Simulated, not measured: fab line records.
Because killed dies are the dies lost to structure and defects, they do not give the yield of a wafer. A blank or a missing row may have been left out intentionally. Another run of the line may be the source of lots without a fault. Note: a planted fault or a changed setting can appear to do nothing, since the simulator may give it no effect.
Which of the tools did it? -- flow nand_harc -- 7 lots, 20 wafers sampled, at 4 steps of a route of 1302

WHAT THE GAUGES SHOWED, per wafer
NHARC_A_ONON_D2_THK_MEAS_02: measures by ellipsometry.
lot,measured,on,thk_nm (nm)
L230,day 13 01:59,film_metro-02,1010 1010 1012
L232,day 13 07:48,film_metro-01,1009 1011 1009
L235,day 15 03:17,film_metro-02,1011 1012 1012
L240,day 17 02:20,film_metro-01,991 1086
L245,day 19 16:01,film_metro-02,994 993 994
L248,day 20 14:32,film_metro-02,989 991 987
L252,day 21 17:31,film_metro-01,995 995 996

WHICH TOOL RAN EACH LOT (tool, then ch and the chambers of the sampled wafers, then the start)
lot,NHARC_A_CHANNEL_FILL_D1_ETCHBACK_19,NHARC_A_CHANNEL_FILL_D1_ALD_25,NHARC_A_ONON_D2_DEP_00
L230,"rie_si-04 ch 1,2,3, day 10 08:53","ald_hk-04 ch 0,2,3, day 10 22:09","pecvd_onon-02 ch 0, day 13 01:32"
L232,"rie_si-02 ch 2,3, day 10 21:59","ald_hk-02 ch 2,3, day 11 10:50","pecvd_onon-04 ch 0, day 13 07:28"
L235,"rie_si-04 ch 2,3, day 12 15:57","ald_hk-02 ch 2,3, day 13 03:49","pecvd_onon-03 ch 0, day 15 02:56"
L240,"rie_si-04 ch 1,2, day 14 15:13","ald_hk-04 ch 1,3, day 15 06:21","pecvd_onon-03 ch 0, day 17 01:56"
L245,"rie_si-02 ch 0,2, day 16 21:58","ald_hk-03 ch 0,2, day 17 10:04","pecvd_onon-04 ch 0, day 19 15:31"
L248,"rie_si-04 ch 0,2,3, day 17 13:34","ald_hk-03 ch 1,2,3, day 18 01:33","pecvd_onon-04 ch 0, day 20 14:01"
L252,"rie_si-02 ch 0,1,3, day 19 01:38","ald_hk-02 ch 0,3, day 19 13:37","pecvd_onon-02 ch 0, day 21 17:04"
- NHARC_A_CHANNEL_FILL_D1_ETCHBACK_19: etches the open film in HBr/Cl2, target depth 5 nm, time 1.7 s.
- NHARC_A_CHANNEL_FILL_D1_ALD_25: deposits SiOx, target thk 60 nm, pulse time 10 s, ald cycles 600.
- NHARC_A_ONON_D2_DEP_00: target thk 1000 nm.

THE ANSWER, worked out from the rows above alone
Rule: what is usual is taken from the lots themselves. Put in order of their means at a reading, lots are off if they are a third of the lots or fewer, leave a main group of 4 or more, and stand apart from it by a gap of 3 or more times the standard deviation of the main group's means; of several such gaps the widest counts. A main group whose means are all the same, to the digits that the tables above print for the reading, isn't used. A lot without any number at a reading at which 4 lots or more have one is off too. The other lots that the step has rows for count as sound.
Across all readings shown, no lot is off: no conclusion can be drawn from this.

WHAT THE SIMULATOR PUT IN
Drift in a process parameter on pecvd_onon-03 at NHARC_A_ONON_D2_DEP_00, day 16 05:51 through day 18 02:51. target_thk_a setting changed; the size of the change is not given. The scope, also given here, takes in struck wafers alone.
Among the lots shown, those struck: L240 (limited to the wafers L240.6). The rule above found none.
